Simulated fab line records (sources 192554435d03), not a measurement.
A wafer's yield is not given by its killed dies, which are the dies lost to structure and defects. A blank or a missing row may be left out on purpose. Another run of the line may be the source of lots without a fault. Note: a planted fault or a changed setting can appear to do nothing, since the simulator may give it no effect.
A lot that was struck, set against a sound lot / flow n5-finfet / 15 steps out of a route of 1938
Sound: wafers L627.1, L627.2, L627.3. The struck wafers were L633.2, L633.5, L633.6. The cause is given at the end.
For every step that has rows: the tool of each side, followed by ch and its chambers, followed by its first start. Under that, the readings that differ: sound wafers / struck wafers / difference of the means / sigmas: that difference in standard deviations of wafers without a fault.
alike: same words and numbers on both sides, and readings whose means sit less than 2 such deviations apart. not compared: any withheld reading, any reading some wafer has no value for, any bound like >300 that may hide the same value, and any number with overlapping values for which the record gives no deviation.
Wherever a step has rows on one side only, a row that says differs or no value, or a row with sigmas, the two part there. Numbers that have no deviation but don't overlap get no sigmas and don't part them. A reading that every wafer of one side lacks parts them only if that side has two wafers or more.

N5_BEOL_M15_STRIP_36: strips in O2.
  sound on rie-diel-06 ch 1,2,3, day 14 11:04; struck on rie-diel-04 ch 0,1, day 15 17:46
  alike: chamber-pressure-mTorr, drypump-motor-current-A, oes-product-au, rf-vpp-V, showerhead-plenum-p-Torr, throttle-valve-pct
  not compared: rf-hours-counter-h
N5_BEOL_M15_STRIP_62: strips in O2.
  sound on rie-diel-06 ch 1,2,3; struck on rie-diel-04 ch 0,1
  alike: chamber-pressure-mTorr, drypump-motor-current-A, oes-product-au, rf-vpp-V, showerhead-plenum-p-Torr, throttle-valve-pct
  not compared: rf-hours-counter-h
then, 1 step without rows for these wafers: N5_BEOL_M15_STRIP_37 (strips in O2).
N5_BEOL_M15_ETCH_38: etches SiCN in CF4/N2, target depth 106.4 nm, time 120.5 s.
  sound on rie-diel-06 ch 1,2,3; struck on rie-diel-04 ch 0,1
  alike: chamber-pressure-mTorr, drypump-motor-current-A, mfc-ar-sccm, oes-product-au, rf-vpp-V, showerhead-plenum-p-Torr, throttle-valve-pct
  not compared: rf-hours-counter-h
then, 4 steps without rows for these wafers: N5_BEOL_M15_PRECLEAN_39 (cleans in residue remover, time 60 s); N5_BEOL_M15_SRD_40 (time 30 s, dry time 30 s); N5_BEOL_M15_DEGAS_41 (time 60 s); N5_BEOL_M15_PRE_CLEAN_42 (time 30 s).
N5_BEOL_M15_SPUTTER_43: material TaN, target thk 15 nm, time 24.19 s.
  sound: pvd-sputter-01 at day 14 11:34; struck: pvd-sputter-01 at day 15 18:41
  alike: throttle-valve-pct
N5_BEOL_M15_SPUTTER_44: material Ta, target thk 15 nm, time 24.19 s.
  sound: pvd-sputter-01 at day 14 11:38; struck: pvd-sputter-01 at day 15 18:46
  alike: throttle-valve-pct
then, 2 steps without rows for these wafers: N5_BEOL_M15_SPUTTER_45 (material Cu, target thk 100 nm, time 16.67 s); N5_BEOL_M15_ECD_47 (material Cu, target thk 1860 nm).
N5_BEOL_M15_ANNEAL_48: time 90 s.
  sound on rtp-anneal-02 ch 0, day 14 12:16; struck on rtp-anneal-02 ch 0, day 15 19:16
reading=wafer_temp_C_max; sound=225.91 225.76 225.99; struck=228.98 228.93 228.71; difference=+2.99; sigmas=+11
then, 1 step without rows for these wafers: N5_BEOL_M15_CMP_49 (polishes, stops on SiO2, t overpolish 4.9 s, target thk 850 nm).
N5_PASSIVATION_PROBE_49:
  rows exist in the record for the struck wafers here (prober-01, day 16 10:58), but not for the sound ones

WHERE THEY PART
Earliest at N5_BEOL_M15_ANNEAL_48; latest, in this record, at N5_PASSIVATION_PROBE_49.

WHY: what the simulator had put in
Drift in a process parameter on rtp-anneal-02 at N5_BEOL_M15_ANNEAL_48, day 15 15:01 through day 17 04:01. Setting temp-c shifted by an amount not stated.
